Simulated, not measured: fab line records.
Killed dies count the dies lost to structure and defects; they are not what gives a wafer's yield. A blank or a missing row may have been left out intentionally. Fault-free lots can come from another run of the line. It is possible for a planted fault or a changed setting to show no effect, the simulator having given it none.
fab line records    flow nand_harc
[record] lots = 13  wafers = 39  last_day = 32
route steps=1302 shown A_WL_FILL@975 A_CONTACT@992 END@1302
lots that met no fault: from a run of the same line without faults
start_h: hours from the record's opening day to when the first of the lot's shown wafers began    wait_h: hours since the lot's step before    " as in the row above    L1.1+2: one row covering several wafers at once    - either no value or no given start    * or withheld: withheld    < > ~ a bound
route shown NAME@n: a module of which the file shows steps, and the number in the route of the first    usual: mean/standard deviation of fault-free wafers    same: alike in all rows    chamber/n: place in a boat    sites: per-site readings    _std_site: the values' standard deviation    _edge_site: mean of outer sites minus mean of inner sites    radius_mm: how far each site lies from the wafer's centre    mask NAME#n: copy n    behind: the last tool/chamber to shape the wafer    hold: cause of the lot's hold/its duration in hours/its outcome    device: transistor that didn't switch, given as n, p or np    end of line: the same wafers' tests at the end of the route    step lacking rows: just its recipe    killed: dies that structure and defects cost at the first sort, which is not the same as the wafer's yield    map: a wafer's dies, marking killed ones x, the rest . and places with no die _
set.NAME: the setting that was run; set.NAME@STEP: the one run at that earlier step    model.NAME: the simulator's own value behind a step, which no gauge read
steps of the route over a sample of lots; a table a step, a row a wafer
services: the hour from which a tool's chamber was out of use, counted from the record's first day as start_h (under 0 if before that day), plus the number of hours and why
[[steps]]
[step NHARC_A_WL_FILL_ALD_19]
[recipe] target_thk_a = 20  pulse_time_s = 3  ald_cycles = 100  temp_c = 450  material = TiN
[usual] heater_power_w = 1096/96  precursor_pulse_height_rel = 1.000/0.022  susceptor_temp_C = 450.03/0.23
lot.wafer  tool          chamber  start_h  wait_h  heater_power_w  precursor_pulse_height_rel  since_wet_clean_h  susceptor_temp_C
L286.3     ald_metal-04  3        461.18   0.1     1109            1.010                       1                  449.94
L286.2     "             0        "        "       1030            0.950                       1                  450.15
L286.6     "             3        "        "       1112            1.010                       -                  449.86
L290.4     ald_metal-04  3        486.44   0.1     1101            1.005                       26                 449.73
L290.1     "             0        "        "       1026            0.980                       26                 449.69
L290.6     "             1        "        "       984             1.015                       -                  449.62
L294.4     ald_metal-01  1        549.32   0.1     1167            0.976                       37                 450.07
L294.3     "             2        "        "       1072            0.968                       37                 450.14
L294.2     "             3        "        "       973             1.025                       37                 450.47
L295.2     ald_metal-04  0        555.77   0.1     995             0.997                       96                 450.47
L295.1     "             1        "        "       1006            0.993                       96                 450.02
L295.6     "             2        "        "       1128            0.988                       -                  450.23
L296.4     ald_metal-02  3        560.13   0.1     1030            0.977                       142                449.83
L296.1     "             1        "        "       1074            0.968                       142                449.90
L296.2     "             2        "        "       1292            1.002                       142                449.70
L297.1     ald_metal-04  1        566.48   0.1     996             0.971                       107                450.23
L297.3     "             2        "        "       1096            1.009                       107                450.00
L297.6     "             0        "        "       1028            1.000                       -                  450.07
L300.4     ald_metal-01  2        591.07   0.1     1069            0.984                       79                 449.79
L300.2     "             0        "        "       1252            1.078                       79                 450.31
L300.5     "             2        "        "       1098            0.999                       -                  450.10
L302.4     ald_metal-04  3        602.98   0.1     1132            1.056                       143                449.84
L302.3     "             1        "        "       995             0.976                       143                450.21
L302.6     "             2        "        "       1110            0.993                       -                  449.69
L303.1     ald_metal-02  3        634.90   0.1     965             1.028                       39                 450.13
L303.5     "             3        "        "       970             1.060                       -                  450.11
L303.6     "             0        "        "       1171            0.997                       -                  449.87
L304.3     ald_metal-01  1        634.94   0.1     1167            0.998                       123                450.35
L304.5     "             3        "        "       997             0.980                       -                  449.75
L304.6     "             0        "        "       1236            1.023                       -                  449.82
L305.3     ald_metal-01  2        663.39   0.1     1089            0.994                       151                449.96
L305.2     "             3        "        "       992             1.017                       151                450.13
L305.4     "             1        "        "       1181            0.967                       151                449.53
L307.4     ald_metal-04  2        676.45   0.1     1144            1.030                       38                 449.71
L307.2     "             0        "        "       978             0.963                       39                 450.01
L307.5     "             1        "        "       1064            0.993                       -                  450.14
L309.3     ald_metal-02  2        685.16   0.1     1337            1.012                       89                 449.63
L309.2     "             0        "        "       1124            0.994                       89                 449.87
L309.1     "             1        "        "       1089            1.004                       89                 450.23
[step NHARC_A_CONTACT_SOFTBAKE_37]
[recipe] temp_c = 105  time_s = 55
[usual] heater_power_total_W = 188.45/0.14
[same] time_s = 55
lot.wafer  tool            chamber  start_h  wait_h  heater_power_total_W
L286.2     litho_track-04  0        467      -       188.71
L286.3     "               0        "        "       188.41
L286.6     "               0        "        "       188.41
L290.1     litho_track-01  0        492      -       188.73
L290.4     "               0        "        "       188.45
L290.6     "               0        "        "       188.38
L294.2     litho_track-01  0        555      -       176.86
L294.3     "               0        "        "       176.72
L294.4     "               0        "        "       176.72
L295.1     litho_track-01  0        564      -       177.03
L295.2     "               0        "        "       176.68
L295.6     "               0        "        "       176.79
L296.1     litho_track-01  0        568      -       176.76
L296.2     "               0        "        "       176.87
L296.4     "               0        "        "       177.06
L297.1     litho_track-06  0        575      -       188.74
L297.3     "               0        "        "       188.30
L297.6     "               0        "        "       188.39
L300.2     litho_track-04  0        598      -       188.40
L300.4     "               0        "        "       188.72
L300.5     "               0        "        "       188.32
L302.3     litho_track-06  0        610      -       188.45
L302.4     "               0        "        "       188.25
L302.6     "               0        "        "       188.48
L303.1     litho_track-01  0        641      -       188.71
L303.5     "               0        "        "       188.45
L303.6     "               0        "        "       188.74
L304.3     litho_track-06  0        641      -       188.51
L304.5     "               0        "        "       188.37
L304.6     "               0        "        "       188.61
L305.2     litho_track-01  0        669      -       188.51
L305.3     "               0        "        "       188.82
L305.4     "               0        "        "       188.26
L307.2     litho_track-04  0        683      -       188.41
L307.4     "               0        "        "       188.32
L307.5     "               0        "        "       188.49
L309.1     litho_track-04  0        694      -       188.70
L309.2     "               0        "        "       188.39
L309.3     "               0        "        "       188.45
[step NHARC_A_CONTACT_ETCH_49]
[recipe] target_depth_a = 2600  over_etch_frac = 0.3  time_s = 475.3  ion_energy_ev = 200  n2_flow_sccm = 150  h2_flow_sccm = 150  ar_flow_sccm = 0  rf_w = 400  bias_w = 150  chemistry = N2/H2
[usual] drypump_motor_current_A = 5.6/0.44  oes_product_au = 1.001/0.0088  rf_vpp_V = 430.1/2.8  showerhead_plenum_p_Torr = 2.02/0.099  throttle_valve_pct = 14.171/0.0091
[same] time_s = 475.3
lot.wafer  tool         chamber  start_h  wait_h  drypump_motor_current_A  oes_product_au  rf_hours_counter_h  rf_vpp_V  showerhead_plenum_p_Torr  throttle_valve_pct
L286.2     rie_diel-01  3        -        -       5.6                      1.006           35                  432.9     2.10                      14.173
L286.3     "            0        "        "       4.9                      1.010           35                  429.3     1.99                      14.180
L286.6     "            0        "        "       4.9                      1.013           -                   429.9     1.99                      14.175
L290.1     rie_diel-07  0        -        -       4.8                      0.991           10                  432.3     2.10                      14.174
L290.4     "            2        "        "       6.1                      0.997           14                  431.0     2.10                      14.166
L290.6     "            3        "        "       4.7                      1.002           -                   428.0     1.95                      14.166
L294.3     rie_diel-02  1        -        -       6.2                      1.000           0                   426.9     1.96                      14.172
L294.4     "            2        "        "       5.4                      0.992           0                   428.3     1.95                      14.164
L294.2     "            3        "        "       5.9                      0.991           0                   427.2     1.97                      14.178
L295.1     rie_diel-01  3        -        -       5.5                      0.994           7                   431.6     2.09                      14.166
L295.2     "            0        "        "       4.9                      1.013           7                   428.9     1.98                      14.162
L295.6     "            0        "        "       4.9                      1.013           -                   428.7     1.98                      14.163
L296.1     rie_diel-01  3        -        -       5.6                      1.002           8                   430.9     2.09                      14.171
L296.4     "            1        "        "       5.8                      1.014           9                   434.4     2.21                      14.169
L296.2     "            2        "        "       5.9                      1.007           8                   431.1     2.13                      14.166
L297.1     rie_diel-02  0        -        -       5.7                      1.001           3                   426.2     1.88                      14.163
L297.3     "            1        "        "       6.2                      0.994           3                   429.3     1.96                      14.181
L297.6     "            0        "        "       5.7                      0.996           -                   425.5     1.88                      14.169
L300.2     rie_diel-02  1        -        -       6.2                      0.996           8                   430.2     1.96                      14.176
L300.4     "            3        "        "       5.9                      0.988           10                  429.6     1.97                      14.186
L300.5     "            1        "        "       6.2                      1.001           -                   427.3     1.96                      14.158
L302.4     rie_diel-02  1        -        -       6.2                      1.009           9                   429.0     1.96                      14.161
L302.3     "            2        "        "       5.4                      0.998           11                  428.7     1.94                      14.171
L302.6     "            0        "        "       5.7                      0.998           -                   426.1     1.88                      14.178
L303.1     rie_diel-02  1        -        -       6.2                      1.003           14                  428.9     1.96                      14.161
L303.5     "            3        "        "       5.9                      1.006           -                   427.1     1.97                      14.180
L303.6     "            2        "        "       5.4                      0.999           -                   427.3     1.94                      14.166
L304.3     rie_diel-07  3        -        -       4.7                      1.003           2                   428.2     1.93                      14.171
L304.5     "            0        "        "       4.8                      0.989           -                   432.8     2.09                      14.170
L304.6     "            1        "        "       5.7                      0.997           -                   433.7     2.17                      14.179
L305.4     rie_diel-01  3        -        -       5.5                      1.007           36                  432.6     2.08                      14.175
L305.3     "            0        "        "       4.9                      1.008           37                  430.3     1.97                      14.190
L305.2     "            1        "        "       5.8                      1.012           37                  433.5     2.20                      14.177
L307.2     rie_diel-01  1        -        -       5.8                      1.017           43                  434.9     2.20                      14.172
L307.4     "            0        "        "       4.9                      1.011           43                  427.2     1.97                      14.171
L307.5     "            1        "        "       5.8                      1.007           -                   434.3     2.20                      14.170
L309.1     rie_diel-01  2        -        -       5.9                      1.001           45                  434.4     2.12                      14.174
L309.3     "            3        "        "       5.5                      0.995           45                  432.1     2.08                      14.162
L309.2     "            0        "        "       4.9                      1.005           49                  429.8     1.97                      14.159
[step NHARC_A_CONTACT_ETCH_111]
[recipe] source_w = withheld  pressure_mtorr = 20  bias_v = withheld  time_s = 140  target_depth_a = 7000  ar_flow_sccm = withheld  c4f8_flow_sccm = withheld  o2_flow_sccm = withheld  chemistry = C4F8/O2/Ar
[same] time_s = 140
lot.wafer  tool             chamber  start_h  wait_h  rf_hours_counter_h
L286.2     har_cap_etch-03  0        469.78   -       43
L286.3     "                1        "        "       -
L286.6     "                0        "        "       -
L290.1     har_cap_etch-03  1        495.06   -       49
L290.4     "                1        "        "       -
L290.6     "                0        "        "       -
L294.2     har_cap_etch-02  1        558.08   -       98
L294.4     "                1        "        "       -
L294.3     "                0        "        "       -
L295.2     har_cap_etch-03  1        566.75   -       60
L295.1     "                0        "        "       60
L295.6     "                0        "        "       -
L296.1     har_cap_etch-01  1        571.11   -       14
L296.2     "                0        "        "       14
L296.4     "                0        "        "       -
L297.1     har_cap_etch-02  0        578.02   -       102
L297.3     "                0        "        "       -
L297.6     "                1        "        "       -
L300.2     har_cap_etch-02  1        601.01   -       108
L300.4     "                0        "        "       -
L300.5     "                0        "        "       -
L302.3     har_cap_etch-03  1        613.16   -       -
L302.4     "                0        "        "       -
L302.6     "                0        "        "       -
L304.3     har_cap_etch-03  1        643.95   -       -
L304.5     "                1        "        "       -
L304.6     "                0        "        "       -
L303.1     har_cap_etch-01  0        644.10   -       30
L303.5     "                1        "        "       -
L303.6     "                0        "        "       -
L305.2     har_cap_etch-01  1        672.14   -       33
L305.4     "                1        "        "       -
L305.3     "                0        "        "       -
L307.2     har_cap_etch-02  0        686.29   -       121
L307.4     "                1        "        "       -
L307.5     "                0        "        "       -
L309.1     har_cap_etch-03  0        696.77   -       86
L309.2     "                1        "        "       86
L309.3     "                0        "        "       -
[step NHARC_END_SORT_01]
[recipe] temp_c = 25
[usual] killed_at_array = 62/18  killed_at_other = 0.9/1.2  killed_at_periphery = 4.2/2.9  killed_dies = 67/17  killed_open = 3.6/1.9  killed_short = 2.5/1.6
[same] gross_dies = 677
lot.wafer  tool       chamber  start_h  wait_h  killed_at_array  killed_at_other  killed_at_periphery  killed_dies  killed_open  killed_short
L290.1     prober-01  0        601.80   2.5     89               1                1                    91           4            6
L290.4     prober-01  0        604.22   3.4     55               0                1                    56           5            1
L290.6     prober-01  0        605.84   4.0     77               0                5                    82           5            3
L294.2     prober-01  0        627.45   2.8     61               2                2                    65           2            3
L294.3     prober-01  0        628.25   3.1     57               2                1                    60           2            3
L294.4     prober-01  0        629.05   3.4     52               4                2                    58           3            4
L295.1     prober-02  0        637.62   2.5     58               1                1                    60           3            0
L295.2     prober-02  0        638.42   2.8     53               3                3                    59           3            7
L295.6     prober-02  0        641.63   4.0     51               0                4                    55           2            4
L297.1     prober-01  0        647.54   2.5     61               2                3                    66           1            3
L297.3     prober-01  0        649.15   3.1     62               4                7                    73           2            1
L297.6     prober-01  0        651.58   4.0     48               1                7                    56           0            2
L296.1     prober-02  0        647.57   2.5     72               0                1                    73           4            1
L296.2     prober-02  0        648.37   2.8     75               0                1                    76           1            5
L296.4     prober-02  0        649.95   3.4     73               0                1                    74           3            2
L300.2     prober-01  0        675.53   2.8     29               1                6                    36           3            2
L300.4     prober-01  0        677.12   3.4     30               2                12                   44           6            1
L300.5     prober-01  0        677.92   3.7     29               2                6                    37           4            1
L305.2     prober-02  0        754.73   2.8     36               0                4                    40           7            4
L305.3     prober-02  0        755.53   3.1     46               1                5                    52           3            3
L305.4     prober-02  0        756.34   3.4     40               1                5                    46           4            3
L307.2     prober-01  0        762.47   2.8     51               0                1                    52           3            1
L307.4     prober-01  0        764.11   3.5     48               1                3                    52           8            2
L307.5     prober-01  0        764.93   3.8     50               0                3                    53           5            3
// killed by level:class
L290.1 A_CHANNEL_HOLE_D2:chamber_film_flake=34 A_CHANNEL_HOLE_D1:chamber_film_flake=31 A_STAIRCASE:chamber_film_flake=5 A_SGD_CUT:chamber_film_flake=3 A_CONTACT:chamber_film_flake=3 A_WL_FILL:geometric_particle:short=2 A_WL_FILL:chamber_film_flake=2 A_CHANNEL_FILL_D1:geometric_particle:short=1
L290.4 A_CHANNEL_HOLE_D2:chamber_film_flake=22 A_CHANNEL_HOLE_D1:chamber_film_flake=21 A_BLC:geometric_particle:open=2 A_STAIRCASE:chamber_film_flake=2 A_SGD_CUT:chamber_film_flake=2 A_CONTACT:chamber_film_flake=2 P_CONTACT:geometric_particle:open=1 A_DECK1_JOINT:geometric_particle:open=1
L290.6 A_CHANNEL_HOLE_D2:chamber_film_flake=32 A_CHANNEL_HOLE_D1:chamber_film_flake=26 A_STAIRCASE:chamber_film_flake=7 A_SGD_CUT:chamber_film_flake=3 A_CONTACT:chamber_film_flake=3 P_M1:chamber_film_flake=2 P_STI:geometric_particle:short=1 P_STI:geometric_particle:open=1
L294.2 A_SLIT:chamber_film_flake=22 A_CONTACT:chamber_film_flake=18 A_CHANNEL_HOLE_D2:chamber_film_flake=12 A_CHANNEL_HOLE_D1:chamber_film_flake=3 THIN_TSV:chamber_film_flake=2 P_CONTACT:geometric_particle:short=1 P_M0:geometric_particle:open=1 A_ONON_D1:geometric_particle:short=1
L294.3 A_SLIT:chamber_film_flake=30 A_CONTACT:chamber_film_flake=10 A_CHANNEL_HOLE_D1:chamber_film_flake=7 A_CHANNEL_HOLE_D2:chamber_film_flake=4 A_ONON_D1:geometric_particle:short=2 THIN_TSV:chamber_film_flake=2 A_CHANNEL_HOLE_D1:geometric_particle:short=1 A_ONON_D2:geometric_particle:open=1
L294.4 A_SLIT:chamber_film_flake=19 A_CHANNEL_HOLE_D2:chamber_film_flake=9 A_CONTACT:chamber_film_flake=9 A_CHANNEL_HOLE_D1:chamber_film_flake=6 THIN_TSV:chamber_film_flake=4 A_CHANNEL_FILL_D2:geometric_particle:open=2 A_STAIRCASE:chamber_film_flake=2 P_M1:geometric_particle:short=1
L295.1 A_CHANNEL_HOLE_D1:chamber_film_flake=32 A_CHANNEL_HOLE_D2:chamber_film_flake=16 A_CHANNEL_FILL_D1:geometric_particle:open=2 A_DECK1_JOINT:chamber_film_flake=2 A_SLIT:chamber_film_flake=2 A_ONON_D2:geometric_particle:open=1 P_ZERO_WELL:chamber_film_flake=1 A_CHANNEL_FILL_D2:chamber_film_flake=1
L295.2 A_CHANNEL_HOLE_D1:chamber_film_flake=23 A_CHANNEL_HOLE_D2:chamber_film_flake=16 A_M0:geometric_particle:short=2 A_SLIT:chamber_film_flake=2 A_CONTACT:chamber_film_flake=2 THIN_TSV:chamber_film_flake=2 P_M1:geometric_particle:open=1 P_M1:geometric_particle:short=1
L295.6 A_CHANNEL_HOLE_D1:chamber_film_flake=28 A_CHANNEL_HOLE_D2:chamber_film_flake=16 A_DECK1_JOINT:chamber_film_flake=2 A_CONTACT:chamber_film_flake=2 P_STI:geometric_particle:short=1 P_M0:geometric_particle:short=1 P_M1:geometric_particle:open=1 A_ONON_D1:geometric_particle:short=1
L297.1 A_SLIT:chamber_film_flake=19 A_CHANNEL_HOLE_D1:chamber_film_flake=13 A_CHANNEL_HOLE_D2:chamber_film_flake=12 A_CONTACT:chamber_film_flake=4 P_STI:chamber_film_flake=3 A_SGD_CUT:chamber_film_flake=3 A_CHANNEL_FILL_D1:chamber_film_flake=2 A_CHANNEL_FILL_D2:chamber_film_flake=2
L296.1 A_SLIT:chamber_film_flake=38 A_CHANNEL_HOLE_D1:chamber_film_flake=25 A_M0:geometric_particle:open=2 A_STAIRCASE:chamber_film_flake=2 A_SGD_CUT:chamber_film_flake=2 P_GATE:geometric_particle:short=1 A_CHANNEL_HOLE_D1:geometric_particle:open=1 A_CHANNEL_FILL_D1:geometric_particle:open=1
L296.2 A_CHANNEL_HOLE_D1:chamber_film_flake=37 A_SLIT:chamber_film_flake=28 A_CHANNEL_FILL_D1:geometric_particle:short=4 A_STAIRCASE:chamber_film_flake=2 A_CHANNEL_FILL_D2:geometric_particle:short=1 A_WL_FILL:geometric_particle:open=1 P_STI:chamber_film_flake=1 A_SGD_CUT:chamber_film_flake=1
L297.3 A_SLIT:chamber_film_flake=23 A_CHANNEL_HOLE_D2:chamber_film_flake=13 A_CHANNEL_HOLE_D1:chamber_film_flake=9 A_SGD_CUT:chamber_film_flake=6 P_STI:chamber_film_flake=5 A_CONTACT:chamber_film_flake=5 THIN_TSV:chamber_film_flake=4 A_CHANNEL_FILL_D1:geometric_particle:open=1
L296.4 A_CHANNEL_HOLE_D1:chamber_film_flake=34 A_SLIT:chamber_film_flake=28 A_SGD_CUT:chamber_film_flake=4 A_CONTACT:chamber_film_flake=2 A_ONON_D1:geometric_particle:short=1 A_CHANNEL_HOLE_D1:geometric_particle:open=1 A_CHANNEL_FILL_D1:geometric_particle:open=1 A_CHANNEL_FILL_D1:geometric_particle:short=1
L297.6 A_SLIT:chamber_film_flake=24 A_CHANNEL_HOLE_D2:chamber_film_flake=9 P_STI:chamber_film_flake=4 A_CHANNEL_HOLE_D1:chamber_film_flake=4 A_SGD_CUT:chamber_film_flake=4 P_GATE:chamber_film_flake=2 A_WL_FILL:chamber_film_flake=2 A_CONTACT:chamber_film_flake=2
L300.2 A_CONTACT:chamber_film_flake=8 A_CHANNEL_HOLE_D1:chamber_film_flake=8 P_GATE:chamber_film_flake=5 A_SLIT:chamber_film_flake=5 A_CHANNEL_HOLE_D2:chamber_film_flake=2 A_CHANNEL_HOLE_D1:geometric_particle:open=1 A_ONON_D2:geometric_particle:open=1 A_SLIT:geometric_particle:short=1
L300.4 A_CONTACT:chamber_film_flake=11 P_GATE:chamber_film_flake=8 A_CHANNEL_HOLE_D1:chamber_film_flake=6 A_SLIT:chamber_film_flake=4 A_ONON_D1:geometric_particle:open=3 P_M0:geometric_particle:open=2 P_BONDPAD:chamber_film_flake=2 A_CHANNEL_HOLE_D2:chamber_film_flake=2
L300.5 A_CHANNEL_HOLE_D1:chamber_film_flake=11 P_GATE:chamber_film_flake=5 A_CONTACT:chamber_film_flake=5 A_STAIRCASE:chamber_film_flake=3 A_SLIT:chamber_film_flake=3 THIN_TSV:chamber_film_flake=2 A_CHANNEL_HOLE_D2:chamber_film_flake=2 P_M1:geometric_particle:short=1
L305.2 A_CHANNEL_HOLE_D1:chamber_film_flake=9 A_SLIT:chamber_film_flake=5 A_STAIRCASE:chamber_film_flake=4 A_CHANNEL_HOLE_D2:geometric_particle:open=2 A_BLC:geometric_particle:open=2 P_GATE:chamber_film_flake=2 A_DECK1_JOINT:chamber_film_flake=2 A_CHANNEL_HOLE_D2:chamber_film_flake=2
L305.3 A_CHANNEL_HOLE_D1:chamber_film_flake=22 A_SLIT:chamber_film_flake=6 A_CHANNEL_HOLE_D2:chamber_film_flake=5 A_STAIRCASE:chamber_film_flake=5 P_GATE:chamber_film_flake=3 A_ONON_D1:geometric_particle:short=1 A_CHANNEL_FILL_D1:geometric_particle:open=1 A_DECK1_JOINT:geometric_particle:short=1
L305.4 A_CHANNEL_HOLE_D1:chamber_film_flake=11 A_SLIT:chamber_film_flake=9 A_CHANNEL_HOLE_D2:chamber_film_flake=5 A_STAIRCASE:chamber_film_flake=5 A_CONTACT:chamber_film_flake=3 P_GATE:chamber_film_flake=2 P_CONTACT:geometric_particle:open=1 P_M0:geometric_particle:open=1
L307.2 A_CHANNEL_HOLE_D2:chamber_film_flake=24 A_SLIT:chamber_film_flake=10 A_CONTACT:chamber_film_flake=6 A_CHANNEL_HOLE_D2:geometric_particle:open=2 A_CHANNEL_HOLE_D1:chamber_film_flake=2 A_ONON_D1:geometric_particle:open=1 A_DECK1_JOINT:geometric_particle:short=1 P_ZERO_WELL:chamber_film_flake=1
L307.4 A_CHANNEL_HOLE_D2:chamber_film_flake=24 A_SLIT:chamber_film_flake=7 A_M0:geometric_particle:open=4 A_CONTACT:chamber_film_flake=3 P_ZERO_WELL:chamber_film_flake=2 A_SOURCE_PLATE:geometric_particle:open=1 A_ONON_D1:geometric_particle:open=1 A_CHANNEL_FILL_D1:geometric_particle:open=1
L307.5 A_CHANNEL_HOLE_D2:chamber_film_flake=26 A_SLIT:chamber_film_flake=6 A_CONTACT:chamber_film_flake=5 A_ZERO_WELL:chamber_film_flake=3 P_M1:geometric_particle:open=2 A_CHANNEL_FILL_D1:geometric_particle:short=2 A_CHANNEL_HOLE_D1:geometric_particle:open=1 A_CHANNEL_FILL_D1:geometric_particle:open=1
[[services]]
tool             chamber  start_h  hours  kind
rie_diel-07      2        441.62   3.3    repair
rie_diel-01      0        445.29   6.0    repair
rie_diel-07      -        447.46   9.0    pm
rie_diel-02      2        449.30   12.6   repair
ald_metal-04     -        450.00   10.0   pm
ald_metal-04     1        470.04   3.0    repair
har_cap_etch-01  -        473.00   17.0   pm
litho_track-01   -        481.00   7.0    pm
ald_metal-01     -        502.00   10.0   pm
litho_track-06   -        505.00   7.0    pm
rie_diel-07      0        505.31   35.7   repair
litho_track-04   -        529.00   7.0    pm
rie_diel-01      -        534.69   9.0    pm
rie_diel-02      -        546.98   9.0    pm
ald_metal-02     -        556.43   0.4    repair
ald_metal-01     -        565.14   1.3    repair
ald_metal-02     -        586.05   10.0   pm
ald_metal-01     0        594.48   24.9   repair
ald_metal-04     -        628.00   10.0   pm
har_cap_etch-03  -        638.46   0.5    repair
rie_diel-02      0        642.01   23.0   repair
litho_track-01   -        656.00   7.0    pm
ald_metal-01     -        680.00   10.0   pm
litho_track-06   -        680.00   7.0    pm
[[key]]
[first_sign] step = NHARC_A_CONTACT_SOFTBAKE_37  reading = heater_power_total_W  direction = down  sigmas = 82  usual = *  struck = *
effect none on later readings
met_at NHARC_A_CONTACT_SOFTBAKE_37
struck_lots L294,L295,L296
tester_left_out L294,L295,L296
not_acting_at NHARC_A_WL_FILL_ALD_19,NHARC_A_CONTACT_ETCH_49,NHARC_A_CONTACT_ETCH_111
onset_between 492 555
[fault] kind = process_parameter_drift  tool = litho_track-01  chamber = -  onset_h = 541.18  steps = NHARC_A_CONTACT_SOFTBAKE_37  channel = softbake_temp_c  offset = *  shape = step  end_h = 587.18  acts_in = *  stated = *
// tester_left_out: of these lots the tester's yield and bins aren't shown, on N5 and GAA mostly nor the transistor test; their killed dies are dies lost to structure and defects alone, not to doping, threshold or leakage, so they don't give the yield
